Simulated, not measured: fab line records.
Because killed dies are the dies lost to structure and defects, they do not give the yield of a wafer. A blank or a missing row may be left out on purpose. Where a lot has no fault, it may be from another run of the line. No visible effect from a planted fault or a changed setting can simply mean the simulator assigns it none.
Chamber matching / flow n5-finfet / 3 sister chambers for N5_BEOL_M11_CURE_72 on uv-cure-03
The step cures SiCOH lowk, time 120 s. 6 wafers are shown with their chamber, then 12 later ones without.

EACH WAFER AND ITS CHAMBER
wafer=L075.3; chamber=2; wafer_temp_C_max=371.7; lamp-power-pct (%)=52.23
wafer=L075.6; chamber=2; wafer_temp_C_max=371.3; lamp-power-pct (%)=52.31
wafer=L088.4; chamber=1; wafer_temp_C_max=370.5; lamp-power-pct (%)=52.35
wafer=L088.6; chamber=1; wafer_temp_C_max=371.2; lamp-power-pct (%)=52.32
wafer=L089.3; chamber=0; wafer_temp_C_max=372.1; lamp-power-pct (%)=52.28
wafer=L089.6; chamber=0; wafer_temp_C_max=371.5; lamp-power-pct (%)=52.30

WAFERS MISSING THEIR CHAMBER
wafer=L092.1; wafer_temp_C_max=372.7; lamp-power-pct (%)=52.30
wafer=L092.2; wafer_temp_C_max=371.6; lamp-power-pct (%)=52.27
wafer=L092.4; wafer_temp_C_max=371.5; lamp-power-pct (%)=52.31
wafer=L093.1; wafer_temp_C_max=372.0; lamp-power-pct (%)=52.27
wafer=L093.3; wafer_temp_C_max=371.5; lamp-power-pct (%)=52.32
wafer=L093.4; wafer_temp_C_max=372.0; lamp-power-pct (%)=52.23
wafer=L093.2; wafer_temp_C_max=371.6; lamp-power-pct (%)=52.35
wafer=L093.5; wafer_temp_C_max=371.6; lamp-power-pct (%)=52.19
wafer=L093.6; wafer_temp_C_max=371.4; lamp-power-pct (%)=52.29
wafer=L095.2; wafer_temp_C_max=371.4; lamp-power-pct (%)=52.20
wafer=L095.3; wafer_temp_C_max=371.7; lamp-power-pct (%)=52.29
wafer=L095.5; wafer_temp_C_max=371.5; lamp-power-pct (%)=52.37

CHAMBER TAKEN BY EACH
wafer=L092.1; from the rows above=can't be placed: 0 or 2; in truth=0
wafer=L092.2; from the rows above=can't be placed: 2 or 0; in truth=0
wafer=L092.4; from the rows above=can't be placed: 0 or 2 or 1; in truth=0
wafer=L093.1; from the rows above=can't be placed: 0 or 2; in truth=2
wafer=L093.3; from the rows above=can't be placed: 0 or 2 or 1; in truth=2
wafer=L093.4; from the rows above=can't be placed: 2 or 0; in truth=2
wafer=L093.2; from the rows above=can't be placed: 0 or 1 or 2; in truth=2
wafer=L093.5; from the rows above=can't be placed: 2 or 0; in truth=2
wafer=L093.6; from the rows above=can't be placed: 2 or 0 or 1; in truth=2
wafer=L095.2; from the rows above=can't be placed: 2 or 0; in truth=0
wafer=L095.3; from the rows above=can't be placed: 0 or 2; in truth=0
wafer=L095.5; from the rows above=can't be placed: 1 or 0 or 2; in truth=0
Placed correctly: 0 of 12. From these rows, 12 cannot be placed; in 12 the true chamber is one of the candidates. Placed wrongly: 0.
How it was worked out, from the rows above alone: a wafer's distance from a chamber is the root of the sum, over the readings, of the square of ((its reading less the chamber's mean) divided by the reading's scatter). The wafer belongs to the nearest chamber; if the next one is less than 2 further off, it can't be placed. Each chamber's mean is taken over the wafers shown for it. How the scatter is found: for the shown wafers, subtract from each reading the mean of its chamber, square and add these, divide the total by (wafers less chambers), then take the root.
